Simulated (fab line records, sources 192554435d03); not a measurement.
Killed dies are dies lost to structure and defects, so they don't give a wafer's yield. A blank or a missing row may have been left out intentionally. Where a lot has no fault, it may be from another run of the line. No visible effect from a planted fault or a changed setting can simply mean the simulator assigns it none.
fab line records	flow n5Finfet
record lots=24	wafers=72	lastDay=19
route steps=1938 shown BEOL_M10@1503 BEOL_M11@1549
lots untouched by any fault: they come from a run of this same line in which no faults occurred
startH: the number of hours between the record's first day and the start of the first shown wafer of the lot	waitH: time in hours since the lot's previous step	" the same as in the row above	L1.1+2: several wafers, shown together as one row	- value missing, or start not given	* or withheld: withheld	< > ~ a bound
route shown NAME@n: names a module that has steps shown in the file, with the first one's number in the route	usual: mean and standard deviation over wafers with no fault	same: alike in all rows	chamber/n: place in a boat	sites: each site's reading	_std_site: the values' standard deviation	_edge_site: mean of outer sites minus mean of inner sites	radiusMm: for every site, how far away it sits from the centre of the wafer	mask NAME#n: copy n	behind: the tool/chamber that last shaped the wafer	hold: the reason the lot was held/the length of the hold in hours/how it ended	device: the transistor (n, p or np) that didn't switch	end of line: the route-end tests of the same wafers	a step with no rows: only its recipe	killed: at the first sort, the dies lost to defects and structure; wafer yield is something else	map: shows each die of a wafer: x if killed, . if not, _ if none is there
set.NAME: the setting the step ran with; set.NAME@STEP: the setting that earlier step ran with	model.NAME: the simulator's own value behind a step, which no gauge read
one table for each step of the route and one row for each wafer, over a sample of lots
services: when a tool's chamber went out of use (startH, in hours from the record's first day, below 0 if earlier), for how many hours, and the reason
## steps
# step N5_BEOL_M10_OVL_MEAS_29
# recipe pointsPerWafer=44
# usual V9_OVL=0.2/0.67
lot.wafer	tool	chamber	startH	waitH	V9_OVL[nm]
L075.1	overlay-01	0	238.92	0.0	-0.2
L075.2	"	0	"	"	-0.5
L075.6	"	0	"	"	-0.2
L074.2	overlay-02	0	242.69	0.0	-0.3
L074.3	"	0	"	"	0.4
L074.5	"	0	"	"	0.7
L076.1	overlay-02	0	254.63	0.0	1.5
L076.3	"	0	"	"	0.0
L076.6	"	0	"	"	0.4
L080.2	overlay-01	0	260.60	0.0	0.3
L080.5	"	0	"	"	0.1
L080.6	"	0	"	"	1.3
L077.1	overlay-01	0	267.22	0.0	-1.2
L077.4	"	0	"	"	-0.6
L077.5	"	0	"	"	0.0
L078.1	overlay-01	0	267.39	0.0	-0.4
L078.3	"	0	"	"	0.4
L078.5	"	0	"	"	0.0
L079.1	overlay-02	0	277.97	0.0	0.0
L079.4	"	0	"	"	1.6
L079.6	"	0	"	"	1.3
L081.1	overlay-01	0	293.88	0.0	0.1
L081.3	"	0	"	"	0.4
L081.6	"	0	"	"	-0.3
L082.2	overlay-02	0	294.05	0.0	0.2
L082.4	"	0	"	"	-1.0
L082.5	"	0	"	"	0.3
L083.1	overlay-02	0	313.65	0.0	1.6
L083.4	"	0	"	"	0.4
L083.5	"	0	"	"	0.8
L084.1	overlay-01	0	314.15	0.0	0.4
L084.5	"	0	"	"	0.4
L084.6	"	0	"	"	0.5
L086.1	overlay-02	0	331.19	0.0	-0.3
L086.2	"	0	"	"	-0.1
L086.4	"	0	"	"	0.4
L085.1	overlay-02	0	331.36	0.0	0.7
L085.4	"	0	"	"	0.8
L085.5	"	0	"	"	0.2
L088.2	overlay-01	0	338.46	0.0	-0.4
L088.3	"	0	"	"	0.3
L088.5	"	0	"	"	0.1
L089.1	overlay-01	0	344.97	0.0	1.2
L089.3	"	0	"	"	1.6
L089.4	"	0	"	"	0.8
L087.1	overlay-02	0	345.14	0.0	-0.3
L087.5	"	0	"	"	-0.5
L087.6	"	0	"	"	-0.2
L093.2	overlay-01	0	346.61	0.0	0.9
L093.3	"	0	"	"	0.2
L093.5	"	0	"	"	0.6
L091.1	overlay-02	0	359.29	0.0	-0.1
L091.2	"	0	"	"	-1.2
L091.4	"	0	"	"	-0.7
L090.4	overlay-01	0	361.62	0.0	-0.2
L090.5	"	0	"	"	0.2
L090.6	"	0	"	"	0.0
L092.4	overlay-02	0	369.38	0.0	0.2
L092.5	"	0	"	"	-0.2
L092.6	"	0	"	"	0.2
L095.1	overlay-01	0	369.91	0.0	0.4
L095.3	"	0	"	"	-1.1
L095.5	"	0	"	"	0.5
L094.1	overlay-01	0	370.08	0.0	-0.1
L094.2	"	0	"	"	1.7
L094.3	"	0	"	"	0.8
L096.1	overlay-01	0	395.08	0.0	1.7
L096.5	"	0	"	"	0.2
L096.6	"	0	"	"	0.0
L097.1	overlay-02	0	416.29	0.0	0.2
L097.3	"	0	"	"	-0.5
L097.5	"	0	"	"	0.5
# step N5_BEOL_M10_INSPECT_30
# recipe mode=adi	inspectInstrument=brightfield
# usual rawDefectCount=425/110
lot.wafer	tool	chamber	startH	waitH	rawDefectCount
L075.1	defectInspect-02	-	238.95	0.0	578
L075.2	"	-	"	"	656
L075.6	"	-	"	"	502
L074.2	defectInspect-02	-	242.71	0.0	433
L074.3	"	-	"	"	459
L074.5	"	-	"	"	427
L076.1	defectInspect-01	-	254.65	0.0	361
L076.3	"	-	"	"	344
L076.6	"	-	"	"	313
L080.2	defectInspect-01	-	260.62	0.0	439
L080.5	"	-	"	"	376
L080.6	"	-	"	"	378
L077.1	defectInspect-02	-	267.25	0.0	578
L077.4	"	-	"	"	353
L077.5	"	-	"	"	409
L078.1	defectInspect-01	-	267.41	0.0	295
L078.3	"	-	"	"	294
L078.5	"	-	"	"	273
L079.1	defectInspect-01	-	278.00	0.0	343
L079.4	"	-	"	"	460
L079.6	"	-	"	"	348
L081.1	defectInspect-01	-	293.91	0.0	625
L081.3	"	-	"	"	726
L081.6	"	-	"	"	797
L082.2	defectInspect-02	-	294.08	0.0	422
L082.4	"	-	"	"	386
L082.5	"	-	"	"	336
L083.1	defectInspect-01	-	313.68	0.0	600
L083.4	"	-	"	"	413
L083.5	"	-	"	"	363
L084.1	defectInspect-02	-	314.17	0.0	517
L084.5	"	-	"	"	427
L084.6	"	-	"	"	420
L086.1	defectInspect-01	-	331.21	0.0	426
L086.2	"	-	"	"	482
L086.4	"	-	"	"	349
L085.1	defectInspect-01	-	331.38	0.0	323
L085.4	"	-	"	"	331
L085.5	"	-	"	"	321
L088.2	defectInspect-02	-	338.48	0.0	506
L088.3	"	-	"	"	522
L088.5	"	-	"	"	347
L089.1	defectInspect-02	-	345.00	0.0	198
L089.3	"	-	"	"	281
L089.4	"	-	"	"	286
L087.1	defectInspect-01	-	345.16	0.0	409
L087.5	"	-	"	"	377
L087.6	"	-	"	"	379
L093.2	defectInspect-02	-	346.64	0.0	480
L093.3	"	-	"	"	462
L093.5	"	-	"	"	420
L091.1	defectInspect-01	-	359.32	0.0	460
L091.2	"	-	"	"	575
L091.4	"	-	"	"	517
L090.4	defectInspect-01	-	361.65	0.0	387
L090.5	"	-	"	"	465
L090.6	"	-	"	"	509
L092.4	defectInspect-01	-	369.40	0.0	380
L092.5	"	-	"	"	493
L092.6	"	-	"	"	406
L095.1	defectInspect-01	-	369.94	0.0	377
L095.3	"	-	"	"	381
L095.5	"	-	"	"	423
L094.1	defectInspect-01	-	370.11	0.0	329
L094.2	"	-	"	"	373
L094.3	"	-	"	"	592
L096.1	defectInspect-02	-	395.10	0.0	389
L096.5	"	-	"	"	560
L096.6	"	-	"	"	504
L097.1	defectInspect-01	-	416.32	0.0	340
L097.3	"	-	"	"	438
L097.5	"	-	"	"	355
# step N5_BEOL_M10_VIA_ETCH_34
# recipe chemistry=C4F6/O2	target=SiCOH_lowk	targetDepthA=1845	maskMaterial=SOC	taperDeg=4	timeS=69.2	ionEnergyEv=250	pressureMtorr=30	sourceW=345	biasW=185	Ar_flow_sccm=300	C4F6_flow_sccm=10	O2_flow_sccm=10
# usual drypumpMotorCurrentA=5.5/0.34	mfcArSccm=300.0/0.88	oes_f_703_au=0.80/0.061	oesProductAu=0.80/0.054	rfVppV=663/11	showerheadPlenumPTorr=2.87/0.11	throttleValvePct=20.86/0.16
lot.wafer	tool	chamber	startH	waitH	drypumpMotorCurrentA	mfcArSccm	oes_f_703_au	oesProductAu	rfHoursCounterH	rfVppV	showerheadPlenumPTorr	throttleValvePct
L075.1	rieDiel-03	2	239.54	0.0	5.6	299.5	0.76	0.75	141	651	2.74	21.06
L075.2	"	1	"	"	5.3	299.2	0.89	0.87	53	663	3.02	20.59
L075.6	"	3	"	"	5.5	298.7	0.76	0.76	-	651	2.97	20.68
L074.2	rieDiel-04	1	242.96	0.0	6.5	300.9	0.84	0.84	70	673	2.78	21.24
L074.3	"	3	"	"	5.9	300.1	0.91	0.89	28	651	3.01	20.89
L074.5	"	1	"	"	6.5	299.6	0.84	0.85	-	672	2.78	21.25
L076.1	rieDiel-03	1	254.89	0.0	5.3	299.2	0.89	0.86	59	664	3.02	20.63
L076.3	"	3	"	"	5.4	300.9	0.76	0.76	112	652	2.97	20.69
L076.6	"	0	"	"	5.4	301.5	0.74	0.74	-	687	2.73	20.91
L080.2	rieDiel-03	3	260.86	0.0	5.5	299.3	0.76	0.75	115	652	2.97	20.69
L080.5	"	3	"	"	5.5	297.8	0.76	0.75	-	651	2.97	20.69
L080.6	"	0	"	"	5.4	301.2	0.74	0.74	-	684	2.73	20.91
L077.1	rieDiel-03	2	267.59	0.0	5.6	299.6	0.75	0.73	149	653	2.74	21.06
L077.4	"	0	"	"	5.4	300.5	0.74	0.74	159	687	2.73	20.93
L077.5	"	1	"	"	5.4	300.6	0.88	0.85	-	663	3.01	20.63
L078.1	rieDiel-03	0	268.05	0.0	5.3	299.8	0.74	0.74	159	687	2.73	20.91
L078.3	"	3	"	"	5.5	301.1	0.75	0.76	117	651	2.96	20.69
L078.5	"	3	"	"	5.5	301.1	0.75	0.76	-	650	2.97	20.71
L079.1	rieDiel-04	0	278.24	0.0	5.1	299.8	0.90	0.90	19	663	2.80	20.93
L079.4	"	1	"	"	6.5	299.8	0.82	0.83	81	672	2.78	21.24
L079.6	"	2	"	"	5.4	300.3	0.74	0.77	-	664	2.86	20.66
L081.1	rieDiel-03	0	294.20	0.0	5.3	299.2	0.73	0.73	167	688	2.73	20.95
L081.3	"	1	"	"	5.3	301.2	0.88	0.84	72	662	3.01	20.62
L081.6	"	0	"	"	5.3	299.7	0.74	0.73	-	686	2.73	20.92
L082.2	rieDiel-03	3	294.83	0.0	5.5	300.8	0.75	0.74	125	652	2.96	20.72
L082.4	"	2	"	"	5.5	299.5	0.74	0.73	158	653	2.73	21.08
L082.5	"	1	"	"	5.3	300.9	0.87	0.86	-	663	3.01	20.63
L083.1	rieDiel-04	2	313.92	0.0	5.4	300.0	0.73	0.77	135	665	2.86	20.68
L083.4	"	1	"	"	6.5	298.6	0.82	0.82	92	672	2.77	21.27
L083.5	"	3	"	"	5.9	298.7	0.88	0.85	-	651	2.99	20.93
L084.1	rieDiel-01	1	314.80	0.0	5.2	299.4	0.84	0.84	48	662	2.89	20.76
L084.5	"	0	"	"	5.5	300.0	0.79	0.83	-	672	2.78	20.93
L084.6	"	1	"	"	5.3	298.0	0.83	0.85	-	662	2.89	20.73
L086.1	rieDiel-01	2	331.45	0.0	6.0	301.4	0.91	0.90	35	651	3.02	20.89
L086.2	"	0	"	"	5.5	300.6	0.79	0.81	68	674	2.78	20.93
L086.4	"	1	"	"	5.3	300.2	0.83	0.84	54	663	2.89	20.75
L085.1	rieDiel-04	3	331.62	0.0	5.9	299.0	0.86	0.84	58	650	2.99	20.94
L085.4	"	1	"	"	6.5	301.0	0.81	0.82	-	672	2.77	21.27
L085.5	"	3	"	"	5.9	301.0	0.86	0.84	-	651	2.99	20.94
L088.2	rieDiel-01	0	338.85	0.0	5.4	299.9	0.80	0.82	71	673	2.78	20.94
L088.3	"	1	"	"	5.3	298.6	0.82	0.83	57	662	2.89	20.77
L088.5	"	2	"	"	5.9	300.7	0.90	0.90	-	651	3.01	20.90
L089.1	rieDiel-04	2	345.24	0.0	5.4	298.5	0.73	0.76	138	663	2.86	20.69
L089.3	"	3	"	"	5.9	299.9	0.86	0.84	64	651	2.99	20.93
L089.4	"	0	"	"	5.1	300.8	0.86	0.84	42	662	2.79	20.98
L087.1	rieDiel-03	3	345.48	0.0	5.5	300.7	0.74	0.74	140	652	2.95	20.74
L087.5	"	1	"	"	5.3	300.6	0.85	0.82	-	662	3.00	20.66
L087.6	"	0	"	"	5.3	298.7	0.72	0.72	-	686	2.72	20.95
L093.2	rieDiel-01	1	347.03	0.0	5.2	300.3	0.81	0.83	60	661	2.89	20.77
L093.3	"	2	"	"	6.0	300.2	0.90	0.88	41	652	3.01	20.90
L093.5	"	2	"	"	5.9	300.0	0.90	0.88	-	652	3.01	20.90
L091.1	rieDiel-03	1	359.56	0.0	5.3	300.1	0.84	0.82	97	663	3.00	20.66
L091.2	"	3	"	"	5.5	300.8	0.74	0.74	144	649	2.95	20.74
L091.4	"	0	"	"	5.3	300.5	0.72	0.72	191	685	2.72	20.97
L090.4	rieDiel-03	1	362.12	0.0	5.3	300.7	0.85	0.82	98	663	3.00	20.66
L090.5	"	2	"	"	5.6	299.7	0.72	0.71	-	653	2.72	21.12
L090.6	"	1	"	"	5.3	300.9	0.84	0.82	-	662	3.00	20.67
L092.4	rieDiel-01	3	369.64	0.0	5.0	300.8	0.81	0.82	99	659	2.87	20.76
L092.5	"	2	"	"	5.9	299.8	0.88	0.87	-	652	3.01	20.90
L092.6	"	1	"	"	5.3	300.1	0.81	0.82	-	664	2.88	20.80
L095.1	rieDiel-01	2	370.18	0.0	6.0	300.0	0.89	0.87	49	650	3.01	20.90
L095.3	"	1	"	"	5.2	299.3	0.81	0.82	68	663	2.88	20.78
L095.5	"	3	"	"	4.9	299.3	0.82	0.82	-	657	2.87	20.76
L094.1	rieDiel-03	1	370.35	0.0	5.3	299.6	0.84	0.82	99	663	3.00	20.69
L094.2	"	3	"	"	5.5	301.0	0.73	0.73	148	651	2.95	20.76
L094.3	"	2	"	"	5.6	301.0	0.72	0.71	185	652	2.72	21.11
L096.1	rieDiel-01	0	395.63	0.0	5.5	299.1	0.76	0.79	93	672	2.77	20.97
L096.5	"	2	"	"	5.9	300.6	0.87	0.87	-	651	3.00	20.92
L096.6	"	0	"	"	5.5	299.3	0.76	0.80	-	672	2.77	20.98
L097.1	rieDiel-01	2	416.96	0.0	5.9	298.7	0.86	0.85	68	652	3.00	20.93
L097.3	"	1	"	"	5.2	300.2	0.79	0.80	87	663	2.88	20.81
L097.5	"	0	"	"	5.5	300.6	0.76	0.78	-	673	2.77	20.98
# step N5_BEOL_M10_DEGAS_44
# recipe ambient=vacuum	tempC=250	timeS=60
# usual heaterPowerW=325/29
lot.wafer	tool	chamber	startH	waitH	heaterPowerW
L075.1	pvdSputter-01	-	240.48	0.4	344
L075.2	"	-	"	"	309
L075.6	"	-	"	"	341
L074.2	pvdSputter-03	-	243.76	0.2	344
L074.3	"	-	"	"	290
L074.5	"	-	"	"	345
L076.1	pvdSputter-02	-	255.86	0.4	365
L076.3	"	-	"	"	368
L076.6	"	-	"	"	377
L080.2	pvdSputter-02	-	262.27	0.4	367
L080.5	"	-	"	"	379
L080.6	"	-	"	"	317
L077.1	pvdSputter-03	-	270.45	2.2	299
L077.4	"	-	"	"	351
L077.5	"	-	"	"	344
L078.1	pvdSputter-01	-	270.82	2.2	326
L078.3	"	-	"	"	349
L078.5	"	-	"	"	355
L079.1	pvdSputter-03	-	279.12	0.3	353
L079.4	"	-	"	"	345
L079.6	"	-	"	"	313
L081.1	pvdSputter-01	-	295.07	0.3	310
L081.3	"	-	"	"	323
L081.6	"	-	"	"	331
L082.2	pvdSputter-03	-	297.48	1.8	347
L082.4	"	-	"	"	358
L082.5	"	-	"	"	306
L083.1	pvdSputter-03	-	314.91	0.4	297
L083.4	"	-	"	"	346
L083.5	"	-	"	"	351
L084.1	pvdSputter-01	-	315.62	0.3	299
L084.5	"	-	"	"	278
L084.6	"	-	"	"	347
L086.1	pvdSputter-03	-	332.33	0.3	313
L086.2	"	-	"	"	353
L086.4	"	-	"	"	288
L085.1	pvdSputter-02	-	332.75	0.3	317
L085.4	"	-	"	"	325
L085.5	"	-	"	"	310
L088.2	pvdSputter-02	-	339.65	0.2	379
L088.3	"	-	"	"	321
L088.5	"	-	"	"	318
L089.1	pvdSputter-01	-	346.45	0.7	273
L089.3	"	-	"	"	302
L089.4	"	-	"	"	331
L087.1	pvdSputter-01	-	346.67	0.7	358
L087.5	"	-	"	"	288
L087.6	"	-	"	"	344
L093.2	pvdSputter-03	-	349.30	1.6	350
L093.3	"	-	"	"	320
L093.5	"	-	"	"	287
L091.1	pvdSputter-02	-	360.87	0.6	320
L091.2	"	-	"	"	311
L091.4	"	-	"	"	377
L090.4	pvdSputter-03	-	364.63	1.8	295
L090.5	"	-	"	"	356
L090.6	"	-	"	"	311
L092.4	pvdSputter-03	-	370.79	0.3	315
L092.5	"	-	"	"	353
L092.6	"	-	"	"	352
L095.1	pvdSputter-01	-	371.25	0.5	342
L095.3	"	-	"	"	332
L095.5	"	-	"	"	343
L094.1	pvdSputter-03	-	371.35	0.5	360
L094.2	"	-	"	"	312
L094.3	"	-	"	"	349
L096.1	pvdSputter-01	-	396.55	0.4	351
L096.5	"	-	"	"	309
L096.6	"	-	"	"	356
L097.1	pvdSputter-03	-	417.90	0.4	317
L097.3	"	-	"	"	355
L097.5	"	-	"	"	351
# step N5_BEOL_M10_PRE_CLEAN_45
# recipe gas=H2/He	timeS=30	tempC=250
# usual heaterPowerW=326/29
lot.wafer	tool	chamber	startH	waitH	heaterPowerW
L075.1	pvdSputter-01	-	240.52	0.0	348
L075.2	"	-	"	"	308
L075.6	"	-	"	"	352
L074.2	pvdSputter-03	-	243.80	0.0	348
L074.3	"	-	"	"	295
L074.5	"	-	"	"	353
L076.1	pvdSputter-02	-	255.90	0.0	356
L076.3	"	-	"	"	364
L076.6	"	-	"	"	377
L080.2	pvdSputter-02	-	262.31	0.0	370
L080.5	"	-	"	"	376
L080.6	"	-	"	"	318
L077.1	pvdSputter-03	-	270.49	0.0	288
L077.4	"	-	"	"	350
L077.5	"	-	"	"	354
L078.1	pvdSputter-01	-	270.86	0.0	329
L078.3	"	-	"	"	338
L078.5	"	-	"	"	351
L079.1	pvdSputter-03	-	279.16	0.0	346
L079.4	"	-	"	"	354
L079.6	"	-	"	"	310
L081.1	pvdSputter-01	-	295.11	0.0	308
L081.3	"	-	"	"	335
L081.6	"	-	"	"	325
L082.2	pvdSputter-03	-	297.52	0.0	351
L082.4	"	-	"	"	347
L082.5	"	-	"	"	314
L083.1	pvdSputter-03	-	314.95	0.0	287
L083.4	"	-	"	"	350
L083.5	"	-	"	"	349
L084.1	pvdSputter-01	-	315.66	0.0	310
L084.5	"	-	"	"	283
L084.6	"	-	"	"	346
L086.1	pvdSputter-03	-	332.37	0.0	309
L086.2	"	-	"	"	352
L086.4	"	-	"	"	302
L085.1	pvdSputter-02	-	332.79	0.0	322
L085.4	"	-	"	"	317
L085.5	"	-	"	"	320
L088.2	pvdSputter-02	-	339.69	0.0	381
L088.3	"	-	"	"	310
L088.5	"	-	"	"	315
L089.1	pvdSputter-01	-	346.49	0.0	272
L089.3	"	-	"	"	307
L089.4	"	-	"	"	322
L087.1	pvdSputter-01	-	346.71	0.0	347
L087.5	"	-	"	"	278
L087.6	"	-	"	"	351
L093.2	pvdSputter-03	-	349.34	0.0	355
L093.3	"	-	"	"	310
L093.5	"	-	"	"	298
L091.1	pvdSputter-02	-	360.91	0.0	321
L091.2	"	-	"	"	311
L091.4	"	-	"	"	377
L090.4	pvdSputter-03	-	364.67	0.0	301
L090.5	"	-	"	"	356
L090.6	"	-	"	"	312
L092.4	pvdSputter-03	-	370.83	0.0	321
L092.5	"	-	"	"	351
L092.6	"	-	"	"	353
L095.1	pvdSputter-01	-	371.29	0.0	345
L095.3	"	-	"	"	322
L095.5	"	-	"	"	346
L094.1	pvdSputter-03	-	371.39	0.0	349
L094.2	"	-	"	"	314
L094.3	"	-	"	"	346
L096.1	pvdSputter-01	-	396.59	0.0	344
L096.5	"	-	"	"	306
L096.6	"	-	"	"	358
L097.1	pvdSputter-03	-	417.94	0.0	305
L097.3	"	-	"	"	351
L097.5	"	-	"	"	347
# step N5_BEOL_M11_CD_MEAS_11
# recipe targetCdNm=64.1	landingEnergyEv=500	detector=seInlens	polarity=opening
# usual cdNm=64.0/0.63
lot.wafer	tool	chamber	startH	waitH	cdNm
L075.1	cdSem-03	0	243.96	-	64.8
L075.2	"	0	"	"	64.1
L075.6	"	0	"	"	63.0
L074.2	cdSem-01	0	250.87	-	64.1
L074.3	"	0	"	"	63.5
L074.5	"	0	"	"	63.8
L076.1	cdSem-03	0	259.44	-	62.5
L076.3	"	0	"	"	63.0
L076.6	"	0	"	"	65.0
L080.2	cdSem-03	0	271.42	-	64.8
L080.5	"	0	"	"	64.8
L080.6	"	0	"	"	64.5
L077.1	cdSem-02	0	275.71	-	64.3
L077.4	"	0	"	"	64.2
L077.5	"	0	"	"	64.8
L078.1	cdSem-02	0	275.87	-	63.5
L078.3	"	0	"	"	63.4
L078.5	"	0	"	"	63.9
L079.1	cdSem-02	0	285.58	-	64.2
L079.4	"	0	"	"	63.9
L079.6	"	0	"	"	64.6
L081.1	cdSem-02	0	301.45	-	65.2
L081.3	"	0	"	"	65.6
L081.6	"	0	"	"	65.0
L082.2	cdSem-01	0	301.69	-	64.4
L082.4	"	0	"	"	64.3
L082.5	"	0	"	"	63.4
L083.1	cdSem-01	0	318.55	-	63.0
L083.4	"	0	"	"	62.8
L083.5	"	0	"	"	63.5
L084.1	cdSem-02	0	321.36	-	64.0
L084.5	"	0	"	"	63.3
L084.6	"	0	"	"	63.3
L086.1	cdSem-02	0	336.36	-	63.9
L086.2	"	0	"	"	63.7
L086.4	"	0	"	"	64.2
L085.1	cdSem-01	0	337.15	-	63.9
L085.4	"	0	"	"	64.9
L085.5	"	0	"	"	65.2
L088.2	cdSem-01	0	345.69	-	63.5
L088.3	"	0	"	"	63.8
L088.5	"	0	"	"	64.7
L089.1	cdSem-03	0	350.38	-	64.6
L089.3	"	0	"	"	64.3
L089.4	"	0	"	"	64.4
L087.1	cdSem-03	0	350.61	-	63.8
L087.5	"	0	"	"	63.2
L087.6	"	0	"	"	64.4
L093.2	cdSem-01	0	355.91	-	63.5
L093.3	"	0	"	"	63.4
L093.5	"	0	"	"	63.9
L091.1	cdSem-03	0	365.29	-	64.4
L091.2	"	0	"	"	64.4
L091.4	"	0	"	"	64.7
L090.4	cdSem-03	0	371.02	-	64.6
L090.5	"	0	"	"	63.7
L090.6	"	0	"	"	64.2
L092.4	cdSem-02	0	375.57	-	63.5
L092.5	"	0	"	"	64.3
L092.6	"	0	"	"	63.8
L095.1	cdSem-02	0	375.73	-	64.1
L095.3	"	0	"	"	64.1
L095.5	"	0	"	"	64.1
L094.1	cdSem-01	0	375.89	-	65.1
L094.2	"	0	"	"	65.0
L094.3	"	0	"	"	64.1
L096.1	cdSem-03	0	402.91	-	64.0
L096.5	"	0	"	"	63.4
L096.6	"	0	"	"	63.7
L097.1	cdSem-01	0	422.91	-	64.4
L097.3	"	0	"	"	64.2
L097.5	"	0	"	"	63.8
## services
tool	chamber	startH	hours	kind
pvdSputter-02	-	229.10	4.9	repair
rieDiel-01	2	246.55	8.5	repair
pvdSputter-01	-	264.67	2.1	repair
rieDiel-01	1	287.24	4.2	repair
rieDiel-03	3	307.29	5.7	repair
rieDiel-04	2	323.48	19.8	repair
rieDiel-03	1	365.16	4.2	repair
rieDiel-01	-	366.85	0.9	repair
rieDiel-03	2	375.72	4.9	repair
rieDiel-04	-	381.01	2.8	pm
## key
fault none
